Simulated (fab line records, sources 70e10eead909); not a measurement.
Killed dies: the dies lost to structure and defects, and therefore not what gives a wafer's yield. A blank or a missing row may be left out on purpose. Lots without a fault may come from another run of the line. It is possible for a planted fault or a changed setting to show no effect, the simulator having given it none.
Which tool was responsible? | flow nand-harc | 6 lots (18 wafers sampled), 1 step of a 1302-step route

WHAT EACH GAUGE READ, for each wafer
NHARC_A_CHANNEL_HOLE_D1_INSPECT_12.
lot  | measured     | on                | raw-defect-count
L836 | day 9 14:26  | defect-inspect-02 | 8 5 7
L844 | day 12 10:33 | defect-inspect-01 | 4 2 3
L846 | day 13 11:20 | defect-inspect-02 | 4 1 5
L849 | day 14 22:07 | defect-inspect-01 | 8 5 10
L852 | day 15 16:37 | defect-inspect-02 | 1 6 2
L856 | day 17 09:46 | defect-inspect-02 | 5 7 5

WHICH TOOL RAN EACH LOT (tool, then ch and the chambers of the sampled wafers, then the start)
There is no process step in the record ahead of these readings.

THE ANSWER, worked out from the rows above alone
Rule: usual is defined by the lots themselves. The widest of any qualifying gaps counts: lots, ordered by their means at a reading, are off when they make up no more than a third of the lots, leave a main group of 4 or more, and stand apart from it by 3 or more times the standard deviation of that group's means. If all means in a main group match to the digits the tables above print for the reading, that group is not used. Also off: a lot with no number at a reading for which 4 or more lots have one. The other lots that the step has rows for count as sound.
Across all readings shown, no lot is off: no conclusion can be drawn from this.

WHAT THE SIMULATOR HAD PUT IN
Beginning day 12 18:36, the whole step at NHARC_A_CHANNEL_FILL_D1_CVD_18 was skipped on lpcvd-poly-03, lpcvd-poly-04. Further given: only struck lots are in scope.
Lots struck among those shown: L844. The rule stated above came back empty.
